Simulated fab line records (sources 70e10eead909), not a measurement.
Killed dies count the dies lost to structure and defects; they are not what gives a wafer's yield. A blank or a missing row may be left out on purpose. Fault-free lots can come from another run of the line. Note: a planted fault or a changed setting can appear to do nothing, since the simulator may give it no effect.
Which tool did it? || flow nand harc || 6 lots, 18 wafers sampled, at 6 steps of a route of 1302

## WHAT THE GAUGES SHOWED, per wafer
NHARC_END_SORT_01.
{"lot": "L146", "measured": "day 29 21:00", "on": "prober-02", "killed at other": "2 0 0"}
{"lot": "L147", "measured": "day 30 12:40", "on": "prober-02", "killed at other": "0 0 0"}
{"lot": "L153", "measured": "day 33 06:24", "on": "prober-02", "killed at other": "0 0 0"}

## WHICH TOOL RAN EACH LOT (tool, then ch and the chambers of the sampled wafers, then the start)
{"lot": "L137", "NHARC_A_WL_FILL_ETCHBACK_04": "rie metal-01 ch 0,1, day 21 09:34", "NHARC_A_WL_FILL_ALD_19": "ald metal-04 ch 2,3, day 22 02:41", "NHARC_A_WL_FILL_CVD_20": "cvd w-01 ch 0,1, day 22 02:52", "NHARC_A_WL_FILL_CMP_12": "cmp-02 ch 2,3, day 22 03:05", "NHARC_A_CONTACT_DEP_24": "pecvd-04 ch 0,1, day 22 03:39"}
{"lot": "L146", "NHARC_A_WL_FILL_ETCHBACK_04": "rie metal-01 ch 0,1, day 26 00:32", "NHARC_A_WL_FILL_ALD_19": "ald metal-03 ch 1,2,3, day 26 18:20", "NHARC_A_WL_FILL_CVD_20": "cvd w-01 ch 0,1, day 26 18:31", "NHARC_A_WL_FILL_CMP_12": "cmp-01 ch 1,2, day 26 18:43", "NHARC_A_CONTACT_DEP_24": "-"}
{"lot": "L147", "NHARC_A_WL_FILL_ETCHBACK_04": "rie metal-03 ch 0, day 26 15:49", "NHARC_A_WL_FILL_ALD_19": "ald metal-02 ch 1,2, day 27 08:01", "NHARC_A_WL_FILL_CVD_20": "cvd w-01 ch 0,1, day 27 08:13", "NHARC_A_WL_FILL_CMP_12": "cmp-04 ch 1,2,3, day 27 08:26", "NHARC_A_CONTACT_DEP_24": "-"}
{"lot": "L154", "NHARC_A_WL_FILL_ETCHBACK_04": "rie metal-01 ch 0,1, day 28 17:29", "NHARC_A_WL_FILL_ALD_19": "ald metal-04 ch 2,3, day 29 09:07", "NHARC_A_WL_FILL_CVD_20": "cvd w-02 ch 0,1, day 29 09:19", "NHARC_A_WL_FILL_CMP_12": "cmp-04 ch 2,3, day 29 09:30", "NHARC_A_CONTACT_DEP_24": "pecvd-04 ch 0,2, day 29 10:03"}
{"lot": "L153", "NHARC_A_WL_FILL_ETCHBACK_04": "rie metal-02 ch 0,1, day 28 20:58", "NHARC_A_WL_FILL_ALD_19": "ald metal-02 ch 1,2,3, day 29 13:00", "NHARC_A_WL_FILL_CVD_20": "cvd w-02 ch 0,1, day 29 13:11", "NHARC_A_WL_FILL_CMP_12": "cmp-02 ch 0,3, day 29 13:22", "NHARC_A_CONTACT_DEP_24": "pecvd-03 ch 0,1,2, day 29 13:59"}
{"lot": "L156", "NHARC_A_WL_FILL_ETCHBACK_04": "rie metal-01 ch 0,1, day 30 07:53", "NHARC_A_WL_FILL_ALD_19": "ald metal-02 ch 2,3, day 31 01:30", "NHARC_A_WL_FILL_CVD_20": "cvd w-02 ch 0,1, day 31 01:44", "NHARC_A_WL_FILL_CMP_12": "cmp-01 ch 1,2,3, day 31 01:57", "NHARC_A_CONTACT_DEP_24": "pecvd-03 ch 0,1, day 31 02:28"}
- NHARC_A_WL_FILL_ETCHBACK_04: etches the open film in NF3, target depth 60 nm, time 120 s.
- NHARC_A_WL_FILL_ALD_19: deposits TiN, target thk 2 nm, pulse time 3 s, ald cycles 100.
- NHARC_A_WL_FILL_CVD_20: deposits W, target thk 100 nm, time 74 s.
- NHARC_A_WL_FILL_CMP_12: polishes, t overpolish 30 s, target thk 100 nm.
- NHARC_A_CONTACT_DEP_24: deposits SiO2, target thk 500 nm.

## THE ANSWER, worked out from the rows above alone
Rule: usual is defined by the lots themselves. Put in order of their means at a reading, lots are off if they are a third of the lots or fewer, leave a main group of 4 or more, and stand apart from it by a gap of 3 or more times the standard deviation of the main group's means; of several such gaps the widest counts. Not used: any main group whose means are identical at the precision the tables above print for the reading. Also off: a lot with no number at a reading for which 4 or more lots have one. All remaining lots with rows at the step are treated as sound.
No lot is off at any reading shown: from this, nothing can be told.

## WHAT WAS PUT IN BY THE SIMULATOR
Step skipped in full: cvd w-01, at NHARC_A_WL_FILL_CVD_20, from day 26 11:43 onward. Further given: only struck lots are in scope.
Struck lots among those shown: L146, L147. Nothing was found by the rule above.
